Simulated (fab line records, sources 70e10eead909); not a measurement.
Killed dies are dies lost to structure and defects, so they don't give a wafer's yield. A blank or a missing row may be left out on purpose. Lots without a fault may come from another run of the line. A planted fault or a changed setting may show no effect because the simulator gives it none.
One fault seen from 2 desks | flow nand_harc | each desk has only its own numbers; what lay behind them comes last

THE TOOL OWNER'S DESK: rie_diel-11
The tool's own readings at NHARC_A_BONDPAD_ETCH_12 (etches the open film in CHF3/O2, target depth 220 nm, time 110 s): means of the sampled wafers that have a number, for each lot that ran on this tool. A lot is out of limits, marked OUT, if its mean lies more than 4 standard deviations from the usual mean; the brackets give that distance.
Columns: A = drypump_motor_current_A at NHARC_A_BONDPAD_ETCH_12, usual 5.7 A; B = o2_flow_sccm at NHARC_A_BONDPAD_ETCH_12, usual 10.00 sccm; C = oes_product_au at NHARC_A_BONDPAD_ETCH_12, usual 0.929 a.u.; D = rf_fwd_power_W at NHARC_A_BONDPAD_ETCH_12, usual 497.0 W; E = rf_vpp_V at NHARC_A_BONDPAD_ETCH_12, usual 369.5 V; F = showerhead_plenum_p_Torr at NHARC_A_BONDPAD_ETCH_12, usual 2.35 Torr; G = throttle_valve_pct at NHARC_A_BONDPAD_ETCH_12, usual 20.573 %
lot  | first seen here | A   | B     | C                | D               | E     | F    | G
L264 | day 25 20:14    | 5.6 | 10.00 | 0.910            | 496.9           | 370.6 | 2.43 | 20.569
L270 | day 27 21:03    | 5.8 | 10.00 | 0.918            | 496.0           | 370.5 | 2.39 | 20.569
L273 | day 29 04:40    | 6.1 | 10.02 | 0.977            | 496.9           | 372.0 | 2.44 | 20.578
L275 | day 29 07:13    | 5.7 | 10.01 | 1.047 (+5.1) OUT | 564.9 (+45) OUT | 370.4 | 2.39 | 20.573
L272 | day 29 10:01    | 6.1 | 10.00 | 1.070 (+6.1) OUT | 630.4 (+89) OUT | 371.4 | 2.44 | 20.565
L276 | day 29 13:49    | 5.7 | 9.99  | 1.040 (+4.8) OUT | 563.8 (+45) OUT | 370.5 | 2.39 | 20.572
This desk's finding: out of limits on L272, L275, L276; first on L275, day 29 07:13 (oes_product_au at NHARC_A_BONDPAD_ETCH_12). In limits: L264, L270, L273.

THE METROLOGY DESK
What the gauges read, lot by lot, whatever tool the lot ran on: means of the sampled wafers that have a number. A lot is out of limits, marked OUT, if its mean lies more than 4 standard deviations from the usual mean; the brackets give that distance.
Columns: A = cd_nm at NHARC_A_BONDPAD_CD_MEAS_13, usual 501.6 nm
lot  | first seen here | A
L262 | day 23 08:33    | 502.8
L261 | day 23 10:17    | 500.3
L260 | day 23 14:28    | 499.4
L264 | day 25 20:22    | 500.8
L266 | day 26 03:01    | 501.6
L270 | day 27 21:10    | 501.1
L273 | day 29 04:47    | 506.3
L275 | day 29 07:21    | 503.5
L272 | day 29 10:09    | 503.3
L276 | day 29 13:58    | 502.0
L283 | day 32 20:31    | 500.8
This desk's finding: nothing out of limits on any of the 11 lots.

PUT TOGETHER
The tool owner's desk could have raised an alarm at day 29 07:13, on L272, L275, L276.
The metrology desk saw nothing out of limits.
The metrology desk has L272, L275, L276 on record, within its limits.
Of the lots named, all ran NHARC_A_BONDPAD_ETCH_12 on rie_diel-11.

WHAT THE SIMULATOR HAD PUT IN
Process parameter drift: rie_diel-11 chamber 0, from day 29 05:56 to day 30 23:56, at NHARC_A_BONDPAD_ETCH_12. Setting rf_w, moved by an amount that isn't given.
Lots struck among those shown: L272, L275, L276.
Hours from the fault's start to each desk's first reading out of limits: the tool owner's desk, 1.
